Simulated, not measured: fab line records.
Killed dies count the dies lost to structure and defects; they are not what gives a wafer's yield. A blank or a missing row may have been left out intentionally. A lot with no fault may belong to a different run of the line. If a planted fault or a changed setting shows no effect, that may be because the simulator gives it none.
The tool behind it: which one? -- flow n5 finfet -- Sampling: 12 lots, 36 wafers, 2 of 1938 route steps

== WHAT EACH GAUGE READ, for each wafer ==
N5_BEOL_M1_THK_MEAS_53: measures by xrf.
lot,measured,on,M1_THK (nm)
L074,day 7 07:49,film metro-02,38.8 41.9 41.9
L077,day 7 08:56,film metro-01,39.4 44.3 39.9
L079,day 8 00:47,film metro-02,41.5 43.8 43.8
L081,day 8 04:02,film metro-01,39.2 40.7 40.4
L083,day 8 17:31,film metro-01,39.8 41.2 40.2
L085,day 9 09:08,film metro-01,38.5 41.9 40.7
L088,day 10 14:16,film metro-02,40.9 39.1 40.7
L089,day 11 03:55,film metro-02,38.5 42.4 43.3
L091,day 11 06:20,film metro-02,39.8 38.6 40.6
L095,day 11 14:16,film metro-02,40.8 42.2 42.1
L094,day 12 02:50,film metro-01,40.3 41.7 40.0
L097,day 12 14:58,film metro-02,41.6 42.0 42.5

== WHAT TOOL EACH LOT RAN ON (gives the tool, then ch and the chambers of the sampled wafers, and finally the start) ==
lot,N5_BEOL_M1_CMP_52
L074,"cmp-03 ch 0,2,3, day 7 07:31"
L077,"cmp-03 ch 1,3, day 7 08:40"
L079,"cmp-03 ch 0,2, day 8 00:31"
L081,"cmp-01 ch 0,2,3, day 8 03:49"
L083,"cmp-04 ch 0,1, day 8 17:13"
L085,"cmp-01 ch 1,2,3, day 9 08:53"
L088,"cmp-03 ch 1,2,3, day 10 13:58"
L089,"cmp-03 ch 0,1,3, day 11 03:37"
L091,"cmp-03 ch 1,2,3, day 11 06:02"
L095,"cmp-03 ch 0,1,3, day 11 14:01"
L094,"cmp-01 ch 1,2,3, day 12 02:32"
L097,"cmp-03 ch 0,2,3, day 12 14:44"
- N5_BEOL_M1_CMP_52: polishes, stops on SiOC, t overpolish 6.8 s, target thk 40 nm.

== THE ANSWER, worked out from the rows above alone ==
Rule: the usual values come from the lots themselves. The widest of any qualifying gaps counts: lots, ordered by their means at a reading, are off when they make up no more than a third of the lots, leave a main group of 4 or more, and stand apart from it by 3 or more times the standard deviation of that group's means. If all means in a main group match to the digits the tables above print for the reading, that group is not used. A lot without any number at a reading at which 4 lots or more have one is off too. The other lots that the step has rows for count as sound.
No lot is off at any reading shown: from this, nothing can be told.

== WHAT THE SIMULATOR HAD PUT IN ==
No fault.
